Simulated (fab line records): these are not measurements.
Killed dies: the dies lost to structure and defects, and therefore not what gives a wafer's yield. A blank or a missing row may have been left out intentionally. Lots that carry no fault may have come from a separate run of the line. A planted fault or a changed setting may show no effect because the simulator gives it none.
Chamber matching	flow n5 finfet	N5_BEOL_M9_CURE_72 on uv cure-01: 3 sister chambers
The step cures SiCOH lowk, time 120 s. 6 wafers are shown with their chamber, then 7 later ones without.

== EACH WAFER AND ITS CHAMBER ==
wafer	chamber	wafer_temp_C_max	lamp power pct (%)
L077.5	0	372.1	52.38
L077.6	0	372.1	52.31
L081.5	1	372.1	52.24
L081.6	1	372.3	52.31
L086.2	2	371.0	52.41
L086.3	2	371.0	52.30

== WAFERS WHOSE CHAMBER IS MISSING ==
wafer	wafer_temp_C_max	lamp power pct (%)
L086.5	371.2	52.28
L091.1	372.4	52.30
L091.2	372.3	52.25
L091.6	372.8	52.27
L094.1	372.1	52.36
L094.2	373.1	52.39
L094.3	372.1	52.33

== WHICH CHAMBER EACH ONE RAN IN ==
wafer	from the rows above	in truth
L086.5	2	2
L091.1	can't be placed: 1 or 0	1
L091.2	can't be placed: 1 or 0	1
L091.6	can't be placed: 1 or 0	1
L094.1	can't be placed: 0 or 1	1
L094.2	can't be placed: 1 or 0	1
L094.3	can't be placed: 0 or 1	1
Correct placement for 1 of the 7. Can't be placed from these rows: 6 (the true chamber is among the candidates in 6). 0 placed wrongly.
How it was worked out, from the rows above alone: a wafer's distance from a chamber is the root of the sum, over the readings, of the square of ((its reading less the chamber's mean) divided by the reading's scatter). If the next closest chamber is less than 2 further off than the closest, the wafer can't be placed; otherwise it belongs to the closest. The mean given for a chamber averages the wafers shown for that chamber. How the scatter is found: for the shown wafers, subtract from each reading the mean of its chamber, square and add these, divide the total by (wafers less chambers), then take the root.
